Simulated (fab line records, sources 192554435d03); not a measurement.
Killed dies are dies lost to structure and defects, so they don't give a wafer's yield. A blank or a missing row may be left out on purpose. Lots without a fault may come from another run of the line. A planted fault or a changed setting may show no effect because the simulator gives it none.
Chamber matching | flow n5_finfet | N5_BEOL_M8_ETCH_62 on rie_diel-03: 4 sister chambers
The step etches SOC in N2/H2, target depth 110 nm, overetch 22 nm, time 165 s. 18 wafers are shown with their chamber, then 9 later ones without.

WAFERS WITH THEIR CHAMBER
wafer  | chamber | drypump_motor_current_A (A) | showerhead_plenum_p_Torr (Torr) | throttle_valve_pct (%)
L075.3 | 1       | 6.3                         | 2.57                            | 17.84
L075.4 | 2       | 5.3                         | 2.60                            | 18.03
L075.6 | 3       | 5.5                         | 2.60                            | 17.96
L074.1 | 2       | 5.3                         | 2.60                            | 18.03
L074.2 | 3       | 5.5                         | 2.60                            | 17.96
L074.4 | 3       | 5.5                         | 2.60                            | 17.95
L082.1 | 3       | 5.5                         | 2.59                            | 17.98
L082.3 | 0       | 5.8                         | 2.50                            | 17.51
L082.4 | 3       | 5.4                         | 2.59                            | 17.96
L084.2 | 2       | 5.3                         | 2.60                            | 17.58
L084.3 | 0       | 5.8                         | 2.49                            | 17.54
L084.6 | 0       | 5.8                         | 2.49                            | 17.53
L087.3 | 1       | 6.3                         | 2.56                            | 17.91
L087.5 | 3       | 5.5                         | 2.59                            | 17.99
L087.6 | 0       | 5.8                         | 2.49                            | 17.55
L091.1 | 0       | 5.8                         | 2.49                            | 17.56
L091.2 | 2       | 5.3                         | 2.59                            | 17.61
L091.6 | 0       | 5.8                         | 2.49                            | 17.57

SIGNATURES (means of the wafers above)
reading                  | chamber 0 | chamber 1 | chamber 2 | chamber 3 | scatter within a chamber
drypump_motor_current_A  | 5.800     | 6.300     | 5.300     | 5.483     | 0.0244
showerhead_plenum_p_Torr | 2.4917    | 2.5650    | 2.5975    | 2.5950    | 0.00506
throttle_valve_pct       | 17.5433   | 17.8750   | 17.8125   | 17.9667   | 0.118
Rule: a wafer's distance from a chamber is the root of the sum, over the readings, of the square of ((its reading less the chamber's mean) divided by the reading's scatter). The wafer belongs to the nearest chamber; if the next one is less than 2 further off, it can't be placed. The scatter: the root of (the sum of the squares of (reading less its chamber's mean) over the shown wafers, divided by (wafers less chambers)).

WAFERS WITHOUT THEIR CHAMBER
wafer  | drypump_motor_current_A (A) | showerhead_plenum_p_Torr (Torr) | throttle_valve_pct (%)
L092.1 | 5.8                         | 2.49                            | 17.57
L092.4 | 5.5                         | 2.58                            | 18.02
L092.6 | 5.4                         | 2.59                            | 17.60
L095.4 | 5.4                         | 2.59                            | 17.61
L095.5 | 5.8                         | 2.48                            | 17.59
L095.6 | 6.3                         | 2.55                            | 17.94
L097.1 | 5.8                         | 2.48                            | 17.59
L097.4 | 5.3                         | 2.58                            | 17.62
L097.5 | 5.8                         | 2.48                            | 17.59

WHICH CHAMBER EACH WENT THROUGH
wafer  | from the rows above     | in truth
L092.1 | 0                       | 0
L092.4 | 3                       | 3
L092.6 | can't be placed: 2 or 3 | 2
L095.4 | can't be placed: 3 or 2 | 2
L095.5 | 0                       | 0
L095.6 | 1                       | 1
L097.1 | 0                       | 0
L097.4 | 2                       | 2
L097.5 | 0                       | 0
Placed correctly: 7 of 9. Can't be placed from these rows: 2 (the true chamber is among the candidates in 2). Placed wrongly: 0.
